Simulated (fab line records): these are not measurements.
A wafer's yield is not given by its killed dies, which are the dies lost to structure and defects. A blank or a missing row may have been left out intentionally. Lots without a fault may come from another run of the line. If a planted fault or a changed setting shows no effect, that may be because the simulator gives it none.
Which tool is to blame? | flow nand harc | Sampling: 24 lots, 72 wafers, 6 of 1159 route steps

WHAT EACH GAUGE READ, for each wafer
NHARC_P_BONDPAD_OVL_MEAS_38. Usual: overlay x nm 1 nm, standard deviation 6.6; overlay y nm 1 nm, standard deviation 6.4.
lot  | measured     | on         | overlay x nm (nm) | overlay y nm (nm) | flag
L074 | day 6 00:42  | overlay-01 | -11 -11 -10       | 6 5 5             |
L075 | day 6 18:40  | overlay-02 | 3 4 3             | 6 6 5             |
L076 | day 6 19:37  | overlay-02 | 3 3 3             | 4 3 3             |
L077 | day 6 20:42  | overlay-02 | -15 -14 -14       | 0 0 1             |
L078 | day 7 18:22  | overlay-02 | 0 -1 0            | 4 4 4             |
L079 | day 7 19:03  | overlay-02 | -5 -5 -6          | -6 -6 -6          |
L080 | day 8 05:03  | overlay-02 | -5 -4 -5          | -5 -5 -5          |
L081 | day 8 09:47  | overlay-02 | 0 0 0             | 11 11 11          |
L082 | day 8 16:08  | overlay-02 | 8 7 7             | -1 -1 -2          |
L083 | day 8 16:46  | overlay-01 | 2 2 2             | -2 -1 0           |
L084 | day 8 22:05  | overlay-01 | 9 9 9             | -8 -8 -8          |
L087 | day 9 12:31  | overlay-01 | 1 0 0             | 2 2 2             |
L085 | day 9 13:31  | overlay-02 | 10 10 10          | 7 7 7             |
L088 | day 9 16:34  | overlay-01 | 12 12 13          | 4 4 3             |
L086 | day 10 00:10 | overlay-02 | -1 -1 -1          | -7 -7 -7          |
L090 | day 10 11:20 | overlay-02 | -2 -1 -2          | -1 -1 -1          |
L089 | day 10 11:55 | overlay-01 | 3 4 4             | 1 1 0             |
L091 | day 10 18:50 | overlay-01 | -6 -6 -6          | -13 -13 -13       |
L092 | day 10 19:47 | overlay-02 | 4 5 4             | 5 6 5             |
L093 | day 10 20:23 | overlay-01 | 11 10 11          | -5 -6 -6          |
L094 | day 11 08:48 | overlay-01 | -1 0 0            | 7 6 7             |
L095 | day 11 10:44 | overlay-01 | -2 -2 -2          | 4 4 4             |
L097 | day 11 18:16 | overlay-01 | 5 5 5             | 9 9 9             |
L096 | day 11 18:27 | overlay-01 | -6 -6 -5          | 14 13 14          |

NHARC_A_ONON_D1_INSPECT_32. Usual: raw defect count at 72, with a standard deviation of 23.
lot  | measured     | on                | raw defect count | flag
L074 | day 7 14:36  | defect inspect-01 | 39 64 59         |
L075 | day 8 09:39  | defect inspect-01 | 142 74 76        |
L076 | day 8 09:40  | defect inspect-01 | 110 65 88        |
L077 | day 8 09:39  | defect inspect-02 | 43 55 38         |
L078 | day 9 09:28  | defect inspect-02 | 98 88 77         |
L079 | day 9 09:32  | defect inspect-01 | 91 129 78        |
L080 | day 9 21:38  | defect inspect-01 | 78 44 64         |
L081 | day 10 04:49 | defect inspect-02 | 75 72 70         |
L082 | day 10 05:00 | defect inspect-01 | 73 67 68         |
L083 | day 10 04:52 | defect inspect-01 | 59 38 48         |
L084 | day 10 14:58 | defect inspect-01 | 81 104 121       |
L087 | day 11 05:14 | defect inspect-01 | 60 68 60         |
L085 | day 11 05:29 | defect inspect-02 | 66 60 72         |
L088 | day 11 05:30 | defect inspect-01 | 84 105 87        |
L086 | day 11 20:32 | defect inspect-02 | 72 101 86        |
L090 | day 12 02:49 | defect inspect-02 | 65 61 82         |
L089 | day 12 02:49 | defect inspect-01 | 96 56 87         |
L091 | day 12 10:34 | defect inspect-01 | 39 28 37         |
L092 | day 12 10:35 | defect inspect-02 | 52 113 67        |
L093 | day 12 10:34 | defect inspect-02 | 82 48 49         |
L094 | day 13 00:00 | defect inspect-01 | 53 139 90        |
L095 | day 12 23:47 | defect inspect-01 | 102 58 119       |
L097 | day 13 09:36 | defect inspect-01 | 74 96 106        |
L096 | day 13 09:40 | defect inspect-02 | 64 72 69         |

WHICH TOOL RAN EACH LOT (tool, then ch and the chambers of the sampled wafers, then the start)
lot  | NHARC_P_M1_DESCUM_14               | NHARC_P_M1_PVD_21                       | NHARC_P_M1_DEP_33               | NHARC_P_BONDPAD_DEGAS_25
L074 | rie diel-03 ch 1,2,3, day 5 16:05  | pvd sputter-03, day 5 18:51 or earlier  | pecvd-04 ch 0,1,2, day 5 18:51  | pvd sputter-02, day 6 01:48
L075 | rie diel-03 ch 0,1, day 6 10:19    | pvd sputter-02, day 6 13:05 or earlier  | pecvd-02 ch 1,2, day 6 13:05    | pvd sputter-03, day 6 19:44
L076 | rie diel-03 ch 1,2, day 6 10:51    | pvd sputter-03, day 6 13:39 or earlier  | pecvd-03 ch 0,1,2, day 6 13:39  | pvd sputter-02, day 6 20:44
L077 | rie diel-03 ch 0,2,3, day 6 12:00  | pvd sputter-03, day 6 14:46 or earlier  | pecvd-02 ch 0,1, day 6 14:46    | pvd sputter-03, day 6 21:46
L078 | rie diel-13 ch 1,2,3, day 7 08:49  | pvd sputter-03, day 7 11:36 or earlier  | pecvd-04 ch 0,1,2, day 7 11:36  | pvd sputter-03, day 7 19:30
L079 | rie diel-12 ch 1,3, day 7 10:34    | pvd sputter-03, day 7 13:21 or earlier  | pecvd-04 ch 0,2, day 7 13:21    | pvd sputter-02, day 7 20:13
L080 | rie diel-13 ch 0,1, day 7 20:19    | pvd sputter-03, day 7 23:09 or earlier  | pecvd-02 ch 0,2, day 7 23:09    | pvd sputter-03, day 8 06:07
L081 | rie diel-13 ch 0,3, day 8 01:16    | pvd sputter-01, day 8 04:04 or earlier  | pecvd-03 ch 0,1,2, day 8 04:04  | pvd sputter-03, day 8 10:51
L082 | rie diel-13 ch 0,1,2, day 8 07:41  | pvd sputter-03, day 8 10:25 or earlier  | pecvd-02 ch 0,2, day 8 10:25    | pvd sputter-02, day 8 17:13
L083 | rie diel-13 ch 0,1,3, day 8 08:03  | pvd sputter-03, day 8 10:49 or earlier  | pecvd-02 ch 0,1,2, day 8 10:49  | pvd sputter-03, day 8 17:49
L084 | rie diel-03 ch 0,2,3, day 8 12:21  | pvd sputter-03, day 8 15:26 or earlier  | pecvd-03 ch 0,1,2, day 8 15:26  | pvd sputter-03, day 8 23:09
L087 | rie diel-03 ch 1,2, day 9 03:17    | pvd sputter-01, day 9 06:19 or earlier  | pecvd-02 ch 0,2, day 9 06:19    | pvd sputter-01, day 9 13:35
L085 | rie diel-03 ch 1,3, day 9 04:00    | pvd sputter-02, day 9 07:39 or earlier  | pecvd-03 ch 0,1,2, day 9 07:39  | pvd sputter-03, day 9 14:39
L088 | rie diel-03 ch 0,2,3, day 9 07:52  | pvd sputter-02, day 9 10:38 or earlier  | pecvd-02 ch 0,1,2, day 9 10:38  | pvd sputter-03, day 9 17:38
L086 | rie diel-13 ch 1,2, day 9 15:18    | pvd sputter-01, day 9 18:05 or earlier  | pecvd-02 ch 0,1,2, day 9 18:05  | pvd sputter-03, day 10 01:14
L090 | rie diel-13 ch 0,2,3, day 10 02:33 | pvd sputter-03, day 10 05:24 or earlier | pecvd-04 ch 0,2, day 10 05:24   | pvd sputter-03, day 10 12:28
L089 | rie diel-12 ch 1,2, day 10 03:13   | pvd sputter-03, day 10 06:02 or earlier | pecvd-03 ch 0,1, day 10 06:02   | pvd sputter-02, day 10 12:59
L091 | rie diel-03 ch 1,2,3, day 10 10:12 | pvd sputter-01, day 10 12:59 or earlier | pecvd-02 ch 0,1,2, day 10 12:59 | pvd sputter-01, day 10 19:55
L092 | rie diel-12 ch 0,1,3, day 10 11:17 | pvd sputter-01, day 10 14:01 or earlier | pecvd-02 ch 0,1, day 10 14:01   | pvd sputter-01, day 10 20:53
L093 | rie diel-03 ch 1,2,3, day 10 11:47 | pvd sputter-02, day 10 14:30 or earlier | pecvd-04 ch 0,1, day 10 14:30   | pvd sputter-02, day 10 21:27
L094 | rie diel-03 ch 0,2, day 10 23:37   | pvd sputter-03, day 11 02:25 or earlier | pecvd-03 ch 0,2, day 11 02:25   | pvd sputter-02, day 11 10:04
L095 | rie diel-03 ch 0,1,2, day 11 01:46 | pvd sputter-01, day 11 04:29 or earlier | pecvd-02 ch 0,1, day 11 04:29   | pvd sputter-01, day 11 11:47
L097 | rie diel-03 ch 0,2,3, day 11 09:45 | pvd sputter-01, day 11 12:32 or earlier | pecvd-02 ch 0,1,2, day 11 12:32 | pvd sputter-03, day 11 19:19
L096 | rie diel-12 ch 2,3, day 11 10:03   | pvd sputter-03, day 11 12:48 or earlier | pecvd-04 ch 0,1, day 11 12:48   | pvd sputter-01, day 11 19:59
- NHARC_P_M1_DESCUM_14: chemistry O2, time 3 s.
- NHARC_P_M1_PVD_21: deposits Cu, target thk 30 nm, time 20.49 s.
- NHARC_P_M1_DEP_33: deposits SiCN, target thk 30 nm.
- NHARC_P_BONDPAD_DEGAS_25: time 60 s.

WHAT THE TOOLS THEMSELVES READ (means of the sampled wafers that have a number; where no wafer has one, the mark that the record gives instead)
NHARC_P_M1_DESCUM_14. Usual: drypump motor current A 6.0 A, standard deviation 0.3; oes product au 1.000 a.u., standard deviation 0.0071; rf vpp V 57.7 V, standard deviation 0.88; showerhead plenum p Torr 1.89 Torr, standard deviation 0.072; throttle valve pct 11.311 %, standard deviation 0.0084.
lot  | tool        | drypump motor current A (A) | oes product au (a.u.) | rf vpp V (V) | showerhead plenum p Torr (Torr) | throttle valve pct (%) | flag
L074 | rie diel-03 | 6.0                         | 0.999                 | 57.7         | 1.90                            | 11.317                 |
L075 | rie diel-03 | 6.1                         | 0.996                 | 57.4         | 1.81                            | 11.312                 |
L076 | rie diel-03 | 6.1                         | 0.992                 | 57.3         | 1.86                            | 11.300                 |
L077 | rie diel-03 | 5.9                         | 0.998                 | 57.8         | 1.89                            | 11.313                 |
L078 | rie diel-13 | 6.1                         | 1.001                 | 57.8         | 1.93                            | 11.314                 |
L079 | rie diel-12 | 6.1                         | 1.004                 | 57.6         | 1.95                            | 11.305                 |
L080 | rie diel-13 | 5.8                         | 0.998                 | 57.0         | 1.83                            | 11.315                 |
L081 | rie diel-13 | 6.2                         | 1.001                 | 57.5         | 1.84                            | 11.304                 |
L082 | rie diel-13 | 6.0                         | 1.000                 | 58.8         | 1.88                            | 11.309                 |
L083 | rie diel-13 | 6.0                         | 0.997                 | 57.5         | 1.86                            | 11.313                 |
L084 | rie diel-03 | 5.9                         | 1.004                 | 58.4         | 1.89                            | 11.315                 |
L087 | rie diel-03 | 6.1                         | 0.994                 | 58.8         | 1.89                            | 11.311                 |
L085 | rie diel-03 | 5.9                         | 1.007                 | 57.7         | 1.90                            | 11.309                 |
L088 | rie diel-03 | 5.9                         | 0.998                 | 58.0         | 1.89                            | 11.310                 |
L086 | rie diel-13 | 5.8                         | 1.003                 | 57.7         | 1.90                            | 11.314                 |
L090 | rie diel-13 | 6.4                         | 1.009                 | 57.2         | 1.91                            | 11.293                 |
L089 | rie diel-12 | 5.6                         | 0.995                 | 56.8         | 1.92                            | 11.317                 |
L091 | rie diel-03 | 6.0                         | 1.002                 | 58.7         | 1.90                            | 11.311                 |
L092 | rie diel-12 | 6.0                         | 0.995                 | 57.8         | 1.93                            | 11.319                 |
L093 | rie diel-03 | 6.0                         | 1.006                 | 57.5         | 1.89                            | 11.316                 |
L094 | rie diel-03 | 6.0                         | 0.996                 | 59.0         | 1.84                            | 11.304                 |
L095 | rie diel-03 | 6.1                         | 0.998                 | 57.7         | 1.85                            | 11.309                 |
L097 | rie diel-03 | 5.9                         | 1.004                 | 57.3         | 1.89                            | 11.312                 |
L096 | rie diel-12 | 5.4                         | 1.002                 | 57.8         | 1.86                            | 11.315                 |

NHARC_P_M1_PVD_21. Usual: throttle valve pct at 30.2 %, with a standard deviation of 0.88.
lot  | tool           | throttle valve pct (%) | flag
L074 | pvd sputter-03 | 30.3                   |
L075 | pvd sputter-02 | 29.5                   |
L076 | pvd sputter-03 | 30.5                   |
L077 | pvd sputter-03 | 30.3                   |
L078 | pvd sputter-03 | 30.8                   |
L079 | pvd sputter-03 | 29.9                   |
L080 | pvd sputter-03 | 30.8                   |
L081 | pvd sputter-01 | 29.9                   |
L082 | pvd sputter-03 | 30.8                   |
L083 | pvd sputter-03 | 30.0                   |
L084 | pvd sputter-03 | 30.4                   |
L087 | pvd sputter-01 | 29.9                   |
L085 | pvd sputter-02 | 28.7                   |
L088 | pvd sputter-02 | 29.9                   |
L086 | pvd sputter-01 | 30.1                   |
L090 | pvd sputter-03 | 30.6                   |
L089 | pvd sputter-03 | 30.6                   |
L091 | pvd sputter-01 | 30.0                   |
L092 | pvd sputter-01 | 29.5                   |
L093 | pvd sputter-02 | 29.2                   |
L094 | pvd sputter-03 | 30.8                   |
L095 | pvd sputter-01 | 30.0                   |
L097 | pvd sputter-01 | 29.7                   |
L096 | pvd sputter-03 | 30.5                   |

NHARC_P_M1_DEP_33. Usual: heater power outer w 312 W, standard deviation 49; heater power w 575 W, standard deviation 69; rf fwd power W 449.0 W, standard deviation 1.5.
lot  | tool     | heater power outer w (W) | heater power w (W) | rf fwd power W (W) | flag
L074 | pecvd-04 | 393                      | 684                | 449.0              |
L075 | pecvd-02 | 318                      | 557                | 448.7              |
L076 | pecvd-03 | 283                      | 539                | 449.4              |
L077 | pecvd-02 | 301                      | 557                | 447.9              |
L078 | pecvd-04 | 349                      | 613                | 449.5              |
L079 | pecvd-04 | 378                      | 655                | 450.5              |
L080 | pecvd-02 | 331                      | 596                | 448.7              |
L081 | pecvd-03 | 298                      | 566                | 449.5              |
L082 | pecvd-02 | 308                      | 581                | 449.5              |
L083 | pecvd-02 | 312                      | 551                | 448.3              |
L084 | pecvd-03 | 301                      | 576                | 449.1              |
L087 | pecvd-02 | 307                      | 585                | 448.9              |
L085 | pecvd-03 | 287                      | 554                | 449.0              |
L088 | pecvd-02 | 291                      | 543                | 448.7              |
L086 | pecvd-02 | 282                      | 527                | 449.3              |
L090 | pecvd-04 | 401                      | 665                | 448.6              |
L089 | pecvd-03 | 311                      | 600                | 449.0              |
L091 | pecvd-02 | 311                      | 570                | 449.3              |
L092 | pecvd-02 | 255                      | 476                | 449.1              |
L093 | pecvd-04 | 290                      | 592                | 449.2              |
L094 | pecvd-03 | 304                      | 567                | 448.8              |
L095 | pecvd-02 | 230                      | 464                | 449.6              |
L097 | pecvd-02 | 294                      | 548                | 449.3              |
L096 | pecvd-04 | 339                      | 655                | 449.4              |

NHARC_P_BONDPAD_DEGAS_25. Usual: heater power w at 447 W, with a standard deviation of 38.
lot  | tool           | heater power w (W) | flag
L074 | pvd sputter-02 | 419                |
L075 | pvd sputter-03 | 471                |
L076 | pvd sputter-02 | 436                |
L077 | pvd sputter-03 | 463                |
L078 | pvd sputter-03 | 478                |
L079 | pvd sputter-02 | 415                |
L080 | pvd sputter-03 | 451                |
L081 | pvd sputter-03 | 454                |
L082 | pvd sputter-02 | 417                |
L083 | pvd sputter-03 | 477                |
L084 | pvd sputter-03 | 474                |
L087 | pvd sputter-01 | 392                |
L085 | pvd sputter-03 | 456                |
L088 | pvd sputter-03 | 481                |
L086 | pvd sputter-03 | 472                |
L090 | pvd sputter-03 | 472                |
L089 | pvd sputter-02 | 430                |
L091 | pvd sputter-01 | 435                |
L092 | pvd sputter-01 | 418                |
L093 | pvd sputter-02 | 407                |
L094 | pvd sputter-02 | 455                |
L095 | pvd sputter-01 | 426                |
L097 | pvd sputter-03 | 467                |
L096 | pvd sputter-01 | 390                |

THE ANSWER, worked out from the rows above alone
Rule: a lot is off if the mean of its wafers that have a number lies more than 3 standard deviations from the usual mean. Also off: a lot with no number at a reading for which 4 or more lots have one. The other lots that the step has rows for count as sound. After the gauges, taken in route order, come the tools' own readings; for these a lot's mean is taken, as printed above. The first step at which some lot is off is used, and at that step the reading that is off furthest; a lot without a number counts as furthest.
No lot is off on any of the readings shown, so nothing can be concluded from this.

WHAT THE SIMULATOR PUT IN
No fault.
